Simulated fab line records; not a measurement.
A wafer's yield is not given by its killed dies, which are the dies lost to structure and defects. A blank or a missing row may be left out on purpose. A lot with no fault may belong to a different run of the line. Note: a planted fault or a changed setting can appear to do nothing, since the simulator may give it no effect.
Matching of chambers    flow nand harc    ald hk-02 running NHARC_A_STAIRCASE_ALD_415: 4 sister chambers
The step deposits SiO2, target thk 30 nm, pulse time 6 s, ald cycles 300. 14 wafers are shown with their chamber, then 7 later ones without.

## WAFERS PAIRED WITH THEIR CHAMBERS
wafer   chamber  heater power w (W)  heater power outer w (W)  precursor pulse height rel
L524.3  0        503                 259                       1.010
L524.4  1        418                 240                       0.981
L524.6  2        474                 312                       1.012
L525.2  1        421                 239                       0.994
L525.4  2        472                 297                       0.979
L525.5  1        426                 232                       1.002
L537.1  3        455                 265                       0.992
L537.4  1        416                 230                       1.012
L537.5  1        407                 233                       1.002
L539.1  0        490                 251                       1.014
L539.2  2        468                 292                       0.986
L539.6  2        467                 296                       0.985
L542.1  1        403                 223                       1.006
L542.2  0        502                 250                       0.979

SIGNATURES, as means of the wafers listed above
reading                     chamber 0  chamber 1  chamber 2  chamber 3  scatter within a chamber
heater power w              498.33     415.17     470.25     455.00     7.16
heater power outer w        253.33     232.83     299.25     265.00     6.89
precursor pulse height rel  1.00100    0.99950    0.99050    0.99200    0.014
Rule: a wafer lies at a distance from a chamber equal to the root of the sum of squares, over the readings, of (its reading less the chamber's mean, divided by the reading's scatter). The wafer belongs to the nearest chamber; if the next one is less than 2 further off, it can't be placed. The scatter is the square root of a quotient: the sum, over the shown wafers, of each reading's squared deviation from its chamber's mean, divided by wafers minus chambers.

## WAFERS MISSING THEIR CHAMBER
wafer   heater power w (W)  heater power outer w (W)  precursor pulse height rel
L542.6  473                 299                       1.002
L544.1  466                 303                       0.999
L544.4  404                 235                       0.993
L544.5  499                 253                       1.022
L546.1  464                 298                       1.001
L546.2  500                 252                       0.997
L546.4  467                 262                       1.000

## THE CHAMBER EACH PASSED THROUGH
wafer   from the rows above  in truth
L542.6  2                    2
L544.1  2                    2
L544.4  1                    1
L544.5  0                    0
L546.1  2                    2
L546.2  0                    0
L546.4  3                    3
Placed correctly: 7 of 7. Can't be placed from these rows: 0. Placed wrongly: 0.
